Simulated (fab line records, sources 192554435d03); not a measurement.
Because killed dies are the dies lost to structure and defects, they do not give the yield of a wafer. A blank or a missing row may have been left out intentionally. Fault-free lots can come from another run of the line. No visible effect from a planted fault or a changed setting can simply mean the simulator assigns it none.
fab line records	flow n5Finfet
record lots=6	wafers=16	lastDay=19
route steps=1938 shown BEOL_M4@1032 PASSIVATION@1936
lots with no fault: from the same line, run without faults
startH: hours from the record's first day to the start of the lot's first wafer shown	waitH: hours since the lot's step before	" identical to the entry in the row above	L1.1+2: one row covering several wafers at once	- value missing, or start not given	* or withheld: withheld	< > ~ a bound
route shown NAME@n: names a module that has steps shown in the file, with the first one's number in the route	usual: average and standard deviation across the fault-free wafers	same: alike in all rows	chamber/n: place in a boat	sites: the reading at each site	_std_site: standard deviation across them	_edge_site: mean of outer sites minus mean of inner sites	radiusMm: for every site, how far away it sits from the centre of the wafer	mask NAME#n: copy n	behind: tool/chamber where the wafer was last shaped	hold: why the lot went on hold/how many hours it stayed there/how the hold came to an end	device: names the non-switching transistor (n, p or np)	end of line: the same wafers' tests at the end of the route	a step without rows: its recipe alone	killed: count of dies lost to structure and defects at first sort (not the wafer's yield)	map: dies across one wafer; x = killed, . = not, _ = none there
set.NAME: the setting as run; set.NAME@STEP: as run at that earlier step	model.NAME: the simulator's own value behind a step, which no gauge read
lots at some steps of the route; a table a step, a row a wafer
services: the hour from which a tool's chamber was out of use, counted from the record's first day as startH (under 0 if before that day), plus the number of hours and why
## steps
# step N5_BEOL_M4_PEB_09
# recipe pebTempC=100	pebTimeS=60	resist=CAR-EUV
# step N5_BEOL_M4_DEVELOP_10
# recipe developTimeS=30	developer=TMAH	resist=CAR-EUV	rinseLiquid=surfactantRinse	dry=airSpin	devTempC=23
# step N5_BEOL_M4_CD_MEAS_11
# recipe targetCdNm=16.79	landingEnergyEv=500	detector=seInlens	polarity=opening
# usual cdNm=16.81/0.24
lot.wafer	tool	chamber	startH	waitH	cdNm
L769.2	cdSem-02	0	189.14	-	17.12
L769.4	"	0	"	"	17.43
L769.6	"	0	"	"	16.78
L771.1	cdSem-02	0	224.89	-	17.15
L771.5	"	0	"	"	16.50
L771.6	"	0	"	"	16.80
L778.1	cdSem-03	0	255.36	-	17.03
L778.4	"	0	"	"	16.48
L782.2	cdSem-01	0	259.47	-	16.61
L782.5	"	0	"	"	16.74
L782.6	"	0	"	"	16.44
L779.2	cdSem-01	0	265.13	-	16.82
L779.4	"	0	"	"	17.03
L785.1	cdSem-01	0	308.88	-	16.51
L785.4	"	0	"	"	16.72
L785.6	"	0	"	"	17.22
# step N5_BEOL_M4_OVL_MEAS_12
# recipe pointsPerWafer=522
# usual M4_OVL=-0.3/0.73
lot.wafer	tool	chamber	startH	waitH	M4_OVL[nm]
L769.2	overlay-01	0	189.18	0.0	-0.7
L769.4	"	0	"	"	-0.3
L769.6	"	0	"	"	-0.3
L771.1	overlay-02	0	224.92	0.0	-0.7
L771.5	"	0	"	"	0.4
L771.6	"	0	"	"	0.8
L778.1	overlay-02	0	255.39	0.0	0.5
L778.4	"	0	"	"	-1.1
L782.2	overlay-01	0	259.51	0.0	-1.2
L782.5	"	0	"	"	0.4
L782.6	"	0	"	"	-1.0
L779.2	overlay-02	0	265.17	0.0	0.3
L779.4	"	0	"	"	-0.7
L785.1	overlay-01	0	308.91	0.0	-1.6
L785.4	"	0	"	"	0.0
L785.6	"	0	"	"	-0.3
# step N5_BEOL_M4_INSPECT_13
# recipe mode=adi	inspectInstrument=brightfield
# usual rawDefectCount=398/100
lot.wafer	tool	chamber	startH	waitH	rawDefectCount
L769.2	defectInspect-01	-	189.23	0.0	286
L769.4	"	-	"	"	308
L769.6	"	-	"	"	305
L771.1	defectInspect-01	-	224.98	0.1	418
L771.5	"	-	"	"	262
L771.6	"	-	"	"	416
L778.1	defectInspect-01	-	255.45	0.1	372
L778.4	"	-	"	"	279
L782.2	defectInspect-02	-	259.56	0.0	322
L782.5	"	-	"	"	335
L782.6	"	-	"	"	251
L779.2	defectInspect-01	-	265.22	0.0	391
L779.4	"	-	"	"	496
L785.1	defectInspect-02	-	308.97	0.1	406
L785.4	"	-	"	"	316
L785.6	"	-	"	"	325
# step N5_BEOL_M4_DESCUM_16
# recipe chemistry=O2	timeS=7	sourcePowerW=50	biasPowerW=20	pressureMtorr=20	rfFrequencyHz=2.712e+07	tempC=40	resist=CAR-EUV	o2FlowSccm=225
# usual chamberPressureMTorr=20.002/0.02	drypumpMotorCurrentA=5.7/0.48	oesProductAu=0.77/0.075	rfVppV=242.9/1.4	showerheadPlenumPTorr=2.08/0.074	tempC=39.99/0.11	throttleValvePct=20.50/0.22
lot.wafer	tool	chamber	startH	waitH	chamberPressureMTorr	drypumpMotorCurrentA	oesProductAu	rfHoursCounterH	rfVppV	showerheadPlenumPTorr	tempC	throttleValvePct
L769.2	rieDiel-01	3	189.26	0.0	19.987	5.1	0.70	237	243.3	2.15	40.21	20.42
L769.4	"	1	"	"	20.012	5.9	0.73	191	242.0	2.00	40.14	20.47
L769.6	"	2	"	"	19.976	6.0	0.72	-	243.0	2.05	40.08	20.68
L771.1	rieDiel-04	3	225.02	0.0	19.998	6.7	0.84	81	244.0	2.21	39.99	20.31
L771.5	"	1	"	"	19.988	5.7	0.78	-	240.9	2.02	40.06	20.35
L771.6	"	0	"	"	19.998	5.8	0.76	-	241.9	2.01	40.04	20.24
L778.1	rieDiel-01	0	255.48	0.0	20.005	5.5	0.77	126	240.5	2.02	39.77	20.69
L778.4	"	1	"	"	19.990	5.9	0.72	-	239.9	1.99	39.98	20.51
L782.2	rieDiel-01	0	259.60	0.0	19.947	5.5	0.75	128	243.1	2.01	40.18	20.69
L782.5	"	0	"	"	20.016	5.6	0.76	-	242.1	2.01	40.04	20.68
L782.6	"	3	"	"	20.005	5.1	0.92	-	242.5	2.15	40.08	20.08
L779.2	rieDiel-05	3	265.25	0.0	20.000	5.6	0.70	214	240.6	1.99	39.97	20.88
L779.4	"	0	"	"	20.028	4.9	0.69	246	243.9	2.14	39.83	20.85
L785.1	rieDiel-04	2	309.01	0.0	20.012	6.0	0.93	20	244.1	2.13	39.87	20.29
L785.4	"	0	"	"	19.992	5.8	0.74	164	240.2	2.00	39.82	20.27
L785.6	"	1	"	"	19.962	5.7	0.76	-	242.3	2.01	39.96	20.40
# step N5_BEOL_M4_ETCH_74
# recipe chemistry=N2/H2	target=underlayer	targetDepthA=65	maskMaterial=CAR-EUV	timeS=5.2	ionEnergyEv=200	pressureMtorr=30	sourceW=840	biasW=150	n2FlowSccm=200	h2FlowSccm=200	ends=cleared
# step N5_BEOL_M4_ETCH_63
# recipe chemistry=CF4	target=SiARC	targetDepthA=156	maskMaterial=CAR-EUV	timeS=26	ionEnergyEv=80	pressureMtorr=40	sourceW=545	biasW=36	Ar_flow_sccm=100	cf4FlowSccm=100	ends=cleared
# usual biasW=35.99/0.11	chamberPressureMTorr=40.00/0.037	drypumpMotorCurrentA=5.7/0.48	etchRfOnTimeS=25.9/0.37	oesProductAu=0.66/0.063	rfVppV=183.8/1.1	showerheadPlenumPTorr=2.13/0.073	throttleValvePct=15.68/0.23
lot.wafer	tool	chamber	startH	waitH	biasW	chamberPressureMTorr	drypumpMotorCurrentA	etchRfOnTimeS	oesProductAu	rfHoursCounterH	rfVppV	showerheadPlenumPTorr	throttleValvePct
L769.2	rieDiel-01	3	189.31	0.0	36.01	39.98	5.1	26.0	0.59	237	184.0	2.20	15.69
L769.4	"	1	"	"	35.89	40.02	5.9	26.2	0.62	191	184.1	2.05	15.60
L769.6	"	2	"	"	35.90	40.01	6.0	26.3	0.60	-	183.4	2.12	16.00
L771.1	rieDiel-04	3	225.07	0.0	36.08	39.97	6.7	25.5	0.73	81	185.2	2.26	15.44
L771.5	"	1	"	"	35.94	40.02	5.7	25.4	0.67	-	184.4	2.07	15.57
L771.6	"	0	"	"	35.84	40.04	5.8	25.9	0.64	-	182.3	2.06	15.46
L778.1	rieDiel-01	0	255.53	0.0	36.12	39.92	5.5	25.6	0.65	126	182.6	2.07	15.78
L778.4	"	1	"	"	35.97	39.98	5.9	26.0	0.59	-	183.9	2.04	15.67
L782.2	rieDiel-01	0	259.65	0.0	36.18	39.96	5.5	25.9	0.64	128	182.9	2.07	15.80
L782.5	"	0	"	"	36.23	40.05	5.5	25.8	0.64	-	183.7	2.07	15.80
L782.6	"	3	"	"	35.82	40.07	5.1	25.3	0.79	-	183.4	2.19	15.22
L779.2	rieDiel-05	3	265.31	0.0	35.96	39.98	5.6	26.3	0.60	214	182.2	2.04	16.05
L779.4	"	0	"	"	36.23	40.02	4.9	25.5	0.59	246	183.7	2.19	16.07
L785.1	rieDiel-04	2	309.06	0.0	35.93	39.99	6.0	25.9	0.79	20	184.4	2.18	15.44
L785.4	"	0	"	"	35.89	39.99	5.8	26.3	0.62	164	184.2	2.05	15.53
L785.6	"	1	"	"	35.99	40.02	5.7	25.6	0.65	-	182.8	2.06	15.61
# step N5_BEOL_M4_ETCH_64
# recipe chemistry=N2/H2	target=SOC	targetDepthA=750	overetchA=225	maskMaterial=SiARC	tempC=40	timeS=121.9	ionEnergyEv=200	pressureMtorr=30	sourceW=840	biasW=150	n2FlowSccm=200	h2FlowSccm=200
# usual biasW=150.0/0.42	chamberPressureMTorr=29.997/0.026	drypumpMotorCurrentA=5.7/0.48	h2FlowSccm=200.0/0.59	oesProductAu=0.58/0.054	rfVppV=523.4/2.6	showerheadPlenumPTorr=2.52/0.089	tempC=40.00/0.11	throttleValvePct=17.87/0.26
lot.wafer	tool	chamber	startH	waitH	biasW	chamberPressureMTorr	drypumpMotorCurrentA	h2FlowSccm	oesProductAu	rfHoursCounterH	rfVppV	showerheadPlenumPTorr	tempC	throttleValvePct
L769.2	rieDiel-01	3	189.34	0.0	149.5	29.965	5.1	200.4	0.52	237	526.1	2.60	40.04	17.74
L769.4	"	1	"	"	149.8	29.951	5.9	199.9	0.55	191	521.1	2.43	40.16	17.81
L769.6	"	2	"	"	149.8	30.024	6.0	200.1	0.55	-	523.1	2.51	39.91	18.12
L771.1	rieDiel-04	3	225.10	0.0	149.7	29.989	6.7	199.8	0.63	81	527.3	2.67	39.87	17.62
L771.5	"	1	"	"	150.1	30.014	5.6	201.4	0.59	-	521.4	2.45	40.20	17.66
L771.6	"	0	"	"	149.5	29.985	5.8	200.8	0.58	-	520.5	2.44	39.98	17.57
L778.1	rieDiel-01	0	255.56	0.0	149.9	29.998	5.5	199.8	0.58	126	521.1	2.44	39.87	18.11
L778.4	"	1	"	"	149.3	29.972	5.9	200.1	0.54	-	519.9	2.41	40.09	17.87
L782.2	rieDiel-01	0	259.67	0.0	150.7	30.026	5.5	201.1	0.57	128	520.3	2.44	39.96	18.10
L782.5	"	0	"	"	150.6	30.012	5.6	201.0	0.58	-	520.9	2.44	40.04	18.11
L782.6	"	3	"	"	150.2	30.005	5.1	200.3	0.69	-	526.1	2.59	39.96	17.35
L779.2	rieDiel-05	3	265.33	0.0	150.2	30.029	5.6	200.3	0.54	214	521.1	2.42	40.03	18.29
L779.4	"	0	"	"	150.5	30.027	4.9	200.5	0.52	246	526.0	2.61	39.91	18.24
L785.1	rieDiel-04	2	309.09	0.0	150.1	30.019	6.0	199.7	0.70	20	526.0	2.60	40.13	17.66
L785.4	"	0	"	"	150.4	30.009	5.8	200.1	0.56	164	519.1	2.43	40.15	17.62
L785.6	"	1	"	"	149.5	30.000	5.7	199.6	0.57	-	520.7	2.44	39.87	17.73
# step N5_BEOL_M4_STRIP_65
# recipe chemistry=N2/H2	tempC=40	n2FlowSccm=200	h2FlowSccm=200	rfFrequencyHz=6e+07
# step N5_BEOL_M4_STRIP_75
# recipe chemistry=N2/H2	tempC=40	n2FlowSccm=200	h2FlowSccm=200	rfFrequencyHz=6e+07
# step N5_BEOL_M4_STRIP_66
# recipe chemistry=CF4	resist=SiARC	powerW=300	biasPowerW=75	pressureMtorr=50	cf4FlowSccm=150	rfFrequencyHz=6e+07
# usual chamberPressureMTorr=50.00/0.05	drypumpMotorCurrentA=5.7/0.48	oesProductAu=0.76/0.07	rfVppV=270.8/1.7	showerheadPlenumPTorr=1.78/0.06	throttleValvePct=13.66/0.24
lot.wafer	tool	chamber	startH	waitH	chamberPressureMTorr	drypumpMotorCurrentA	oesProductAu	rfHoursCounterH	rfVppV	showerheadPlenumPTorr	throttleValvePct
L769.2	rieDiel-01	3	189.47	0.0	49.93	5.1	0.69	237	270.8	1.85	13.72
L769.4	"	1	"	"	49.95	5.9	0.72	191	268.7	1.72	13.60
L769.6	"	2	"	"	49.99	6.0	0.70	-	271.0	1.78	14.00
L771.1	rieDiel-04	3	225.23	0.0	50.02	6.7	0.83	81	273.0	1.88	13.40
L771.5	"	1	"	"	50.03	5.6	0.77	-	268.9	1.73	13.53
L771.6	"	0	"	"	49.93	5.8	0.75	-	269.0	1.72	13.48
L778.1	rieDiel-01	0	255.69	0.0	49.97	5.5	0.75	126	269.1	1.73	13.77
L778.4	"	1	"	"	50.02	5.9	0.70	-	269.8	1.71	13.68
L782.2	rieDiel-01	0	259.81	0.0	49.94	5.5	0.74	128	270.4	1.73	13.75
L782.5	"	0	"	"	50.01	5.5	0.75	-	270.4	1.73	13.77
L782.6	"	3	"	"	50.02	5.1	0.90	-	272.0	1.84	13.19
L779.2	rieDiel-05	3	265.47	0.0	49.97	5.6	0.70	214	269.1	1.71	14.04
L779.4	"	0	"	"	49.97	4.9	0.68	246	270.3	1.84	14.06
L785.1	rieDiel-04	2	309.22	0.0	50.01	6.0	0.90	20	270.4	1.83	13.40
L785.4	"	0	"	"	50.04	5.7	0.73	164	269.2	1.72	13.52
L785.6	"	1	"	"	50.07	5.7	0.75	-	270.1	1.72	13.60
# step N5_BEOL_M4_HM_OPEN_17
# recipe chemistry=Cl2/BCl3	targetDepthA=200	overetchA=60	target=TiN	maskMaterial=SOC	ionEnergyEv=150	pressureMtorr=10	icpW=1000	biasW=126	Cl2_flow_sccm=53.25	bcl3FlowSccm=21.75	Ar_flow_sccm=25
# usual biasW=126.0/0.45	chamberPressureMTorr=10.000/0.0091	drypumpMotorCurrentA=5.5/0.44	oesProductAu=0.65/0.076	throttleValvePct=22.08/0.15
lot.wafer	tool	chamber	startH	waitH	biasW	chamberPressureMTorr	drypumpMotorCurrentA	oesProductAu	rfHoursCounterH	throttleValvePct	model.SOC_of_BEOL_M4_COAT_61.thkNm	model.BEOL_M4.cdOffsetNm
L769.2	rieMetal-02	0	189.51	0.0	126.0	9.983	4.9	0.63	53	22.19	51.8	0.2
L769.4	"	0	"	"	125.3	9.994	4.9	0.64	-	22.19	51.6	0.2
L769.6	"	1	"	"	125.5	9.997	5.8	0.71	-	21.96	51.8	0.4
L771.1	rieMetal-01	1	225.27	0.0	125.8	9.986	5.3	0.73	12	21.92	51.8	0
L771.5	"	1	"	"	125.9	9.996	5.3	0.72	-	21.93	51.8	0
L771.6	"	0	"	"	125.9	10.005	6.2	0.55	-	22.31	51.8	-0.2
L778.1	rieMetal-02	0	255.74	0.0	126.3	9.990	4.9	0.62	58	22.21	49	0.6
L778.4	"	1	"	"	125.6	9.996	5.7	0.69	-	21.98	48.8	0.4
L782.2	rieMetal-03	1	259.85	0.0	126.1	10.002	5.8	0.58	75	22.13	51.8	-0.2
L782.5	"	0	"	"	125.8	9.998	5.7	0.79	-	21.85	52	0
L782.6	"	1	"	"	125.5	9.990	5.8	0.59	-	22.11	52	0
L779.2	rieMetal-02	1	265.52	0.0	126.3	10.005	5.8	0.69	36	21.97	52.2	-0.2
L779.4	"	1	"	"	126.7	10.000	5.8	0.69	-	21.99	49	0.6
L785.1	rieMetal-01	1	309.26	0.0	126.2	10.001	5.3	0.70	20	21.95	51.6	0.2
L785.4	"	1	"	"	126.2	9.990	5.3	0.69	-	21.95	51.6	0.4
L785.6	"	0	"	"	126.0	10.007	6.2	0.55	-	22.31	51.8	0
# step N5_BEOL_M4_STRIP_19
# recipe chemistry=O2	powerW=400	tempC=40	pressureMtorr=30	rfFrequencyHz=6e+07	biasPowerW=0	overashFraction=0.2	o2FlowSccm=225
# usual chamberPressureMTorr=29.997/0.026	drypumpMotorCurrentA=5.7/0.49	oesProductAu=0.77/0.075	rfVppV=3.7/0.51	showerheadPlenumPTorr=2.08/0.076	tempC=40.00/0.12	throttleValvePct=16.76/0.23
lot.wafer	tool	chamber	startH	waitH	chamberPressureMTorr	drypumpMotorCurrentA	oesProductAu	rfHoursCounterH	rfVppV	showerheadPlenumPTorr	tempC	throttleValvePct
L769.2	rieDiel-01	2	189.63	0.1	29.962	6.1	0.71	228	3.6	2.06	40.07	16.95
L769.4	"	1	"	"	30.016	5.9	0.72	191	3.2	2.01	39.91	16.73
L769.6	"	3	"	"	29.994	5.1	0.69	-	3.6	2.16	40.00	16.71
L771.1	rieDiel-01	0	225.38	0.1	29.977	5.6	0.78	111	4.5	2.02	40.13	16.86
L771.5	"	2	"	"	30.013	6.1	0.71	-	3.3	2.05	39.86	16.97
L771.6	"	0	"	"	29.979	5.5	0.78	-	3.6	2.02	39.93	16.83
L778.1	rieDiel-01	1	255.85	0.1	30.010	5.9	0.71	220	3.2	2.00	40.10	16.78
L778.4	"	3	"	"	29.997	5.1	0.93	-	4.7	2.15	39.87	16.27
L782.2	rieDiel-01	3	259.96	0.1	30.020	5.2	0.92	10	3.8	2.15	39.99	16.28
L782.5	"	0	"	"	30.001	5.5	0.77	-	2.8	2.02	39.69	16.88
L782.6	"	3	"	"	30.041	5.1	0.92	-	3.5	2.15	39.67	16.28
L779.2	rieDiel-05	1	265.63	0.1	30.002	5.0	0.82	87	3.4	2.12	40.04	16.73
L779.4	"	0	"	"	30.030	4.9	0.68	246	4.0	2.14	40.13	17.09
L785.1	rieDiel-04	3	309.38	0.1	29.950	6.7	0.82	109	3.6	2.21	40.06	16.58
L785.4	"	2	"	"	30.009	6.0	0.93	20	4.6	2.14	40.04	16.53
L785.6	"	1	"	"	30.030	5.7	0.76	-	3.3	2.01	39.96	16.67
# step N5_BEOL_M4_RC_MEAS_101
# usual DIBL_N=36.0/1.4	DIBL_P=36.1/1.4	IOFF_N=0.153/0.02	IOFF_P=0.211/0.026	ION_N=673/8.7	ION_P=463/6.7	SS_N=71.5/0.5	SS_P=73.3/0.54	VT_N=250.1/2.4	VT_P=-250.2/2.9
lot.wafer	tool	chamber	startH	waitH	DIBL_N[mV/V]	DIBL_P[mV/V]	IOFF_N[nA/um]	IOFF_P[nA/um]	ION_N[uA/um]	ION_P[uA/um]	SS_N[mV/dec]	SS_P[mV/dec]	VT_N[mV]	VT_P[mV]
L769.2	prober-02	0	213.36	0.2	37.3	37.2	0.158	0.211	670	461	70.7	72.5	251.9	-251.1
L769.4	"	0	"	"	36.7	35.2	0.148	0.191	664	461	71.2	72.7	250.9	-253.4
L769.6	"	0	"	"	38.5	38.3	0.180	0.231	671	462	71.5	73.4	247.6	-251.7
L771.1	prober-01	0	230.78	0.0	35.2	36.1	0.147	0.199	682	461	71.0	73.0	249.7	-251.2
L771.5	"	0	"	"	34.9	35.6	0.145	0.209	675	467	71.4	72.6	251.5	-249.9
L771.6	"	0	"	"	35.5	36.2	0.154	0.214	676	467	71.5	73.3	250.6	-248.6
L778.1	prober-02	0	271.79	1.4	34.5	34.3	0.134	0.199	672	467	71.8	73.4	251.5	-248.4
L778.4	"	0	"	"	34.0	33.9	0.131	0.188	669	465	70.9	72.5	252.3	-250.5
L782.2	prober-02	0	280.95	0.2	35.9	34.7	0.137	0.207	672	462	70.7	73.0	253.0	-248.7
L782.5	"	0	"	"	36.6	34.8	0.149	0.211	671	465	71.1	72.9	250.1	-248.3
L782.6	"	0	"	"	36.7	35.8	0.154	0.226	672	465	71.5	73.7	251.1	-247.7
L779.2	prober-02	0	281.88	0.7	38.6	37.6	0.172	0.221	668	460	71.7	72.8	248.4	-249.8
L779.4	"	0	"	"	38.0	37.9	0.154	0.224	667	459	72.2	73.2	253.8	-250.5
L785.1	prober-02	0	347.03	0.0	36.1	37.5	0.152	0.214	673	459	71.5	74.0	247.8	-249.9
L785.4	"	0	"	"	33.3	34.2	0.121	0.162	657	454	70.7	72.6	253.6	-255.8
L785.6	"	0	"	"	34.1	35.2	0.128	0.177	661	459	70.7	73.0	251.8	-254.9
# step N5_PASSIVATION_PROBE_49
# usual defectLimitedYield=91.2/1.4	killed_at_M0_to_M3=34/9.7	killed_at_M4_up=14/5.2	killedAtContacts=13/6.7	killedAtFrontEnd=39/11	killedAtOther=3.6/2.6	killedDies=104/17	killedOpen=69/12	killedShort=34/8.2	sort_bin_5_function=5.3/0.89	sort_bin_6_memory=3.2/0.69	sortNPass=1076/17	sortYieldPct=91.2/1.4
# same grossDies=1180	killedAtBackSide=0	sort_bin_4_leakage[%]=0	sort_bin_8_speed[%]=0
lot.wafer	tool	chamber	startH	waitH	defectLimitedYield[%]	killed_at_M0_to_M3	killed_at_M4_up	killedAtContacts	killedAtFrontEnd	killedAtOther	killedDies	killedOpen	killedShort	sort_bin_5_function[%]	sort_bin_6_memory[%]	sortNPass	sortYieldPct[%]
L782.2	prober-02	-	387.17	0.1	91.4	25	16	16	41	3	101	72	27	5.2	3.0	1079	91.4
L782.5	prober-02	-	387.32	0.2	91.6	21	8	16	46	8	99	60	38	5.1	3.1	1081	91.6
L782.6	prober-02	-	387.37	0.3	90.8	34	12	8	53	1	108	69	37	6.4	2.6	1072	90.8
# killed by level:class
L782.2 FIN_SAQP:geometricParticle:open=15 MOL_CONTACT_COAG:geometricParticle:open=15 FIN_SAQP:geometricParticle:short=7 BEOL_M4:geometricParticle:open=7 BEOL_M1:geometricParticle:open=6 BEOL_M3:geometricParticle:open=6 STARTING-WAFER:geometricParticle:open=4 BEOL_M0_SAQP:geometricParticle:short=4
L782.5 GATE_CUT:geometricParticle:short=12 MOL_CONTACT_COAG:geometricParticle:open=12 FIN_SAQP:geometricParticle:open=8 STI_FIN_REVEAL:geometricParticle:open=6 FIN_SAQP:geometricParticle:short=5 BEOL_M3:geometricParticle:open=5 BEOL_M4:geometricParticle:open=5 GATE_CUT:geometricParticle:open=4
L782.6 FIN_SAQP:geometricParticle:open=15 FIN_SAQP:geometricParticle:short=7 MOL_CONTACT_COAG:geometricParticle:open=7 BEOL_M1:geometricParticle:open=7 GATE_CUT:geometricParticle:short=6 BEOL_M0:geometricParticle:short=6 BEOL_M5:geometricParticle:open=5 BEOL_M0_SAQP:geometricParticle:short=5
## services
tool	chamber	startH	hours	kind
rieDiel-05	2	191.66	1.2	repair
rieMetal-03	0	197.28	-	clean
rieDiel-04	2	223.73	-	clean
rieDiel-04	2	223.73	-	consumableReplace:focusRing
rieDiel-04	2	223.73	19.5	scheduledDown
rieDiel-04	2	223.73	19.5	ventCycle
rieDiel-01	3	224.60	-	clean
rieDiel-01	3	224.60	-	consumableReplace:focusRing
rieDiel-01	3	224.60	14.5	scheduledDown
rieDiel-01	3	224.60	14.5	ventCycle
rieMetal-02	-	236.05	14.6	pm
rieDiel-01	2	246.10	-	clean
rieDiel-01	2	246.10	-	consumableReplace:focusRing
rieDiel-01	2	246.10	20.4	scheduledDown
rieDiel-01	2	246.10	20.4	ventCycle
rieDiel-05	2	246.28	10.0	repair
rieDiel-05	2	270.02	3.1	repair
rieDiel-05	0	277.14	-	clean
rieDiel-05	0	277.14	-	consumableReplace:esc
rieDiel-05	0	277.14	-	consumableReplace:focusRing
rieDiel-05	0	277.14	20.1	scheduledDown
rieDiel-05	0	277.14	20.1	ventCycle
## key
firstSign none at tools or gauges
modelEffect step=N5_BEOL_M4_HM_OPEN_17	value=SOC_of_BEOL_M4_COAT_61.thkNm	without=52	struck=48.93
metAt N5_BEOL_M4_HM_OPEN_17
struckWafers L778.1,L778.4,L779.4
onsetBetween 189.51 255.74
fault kind=processParameterDrift	tool=rieMetal-02	chamber=-	onsetH=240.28	steps=N5_BEOL_M4_HM_OPEN_17	channel=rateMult	offset=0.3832	shape=step	endH=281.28	scope=struckWafersOnly
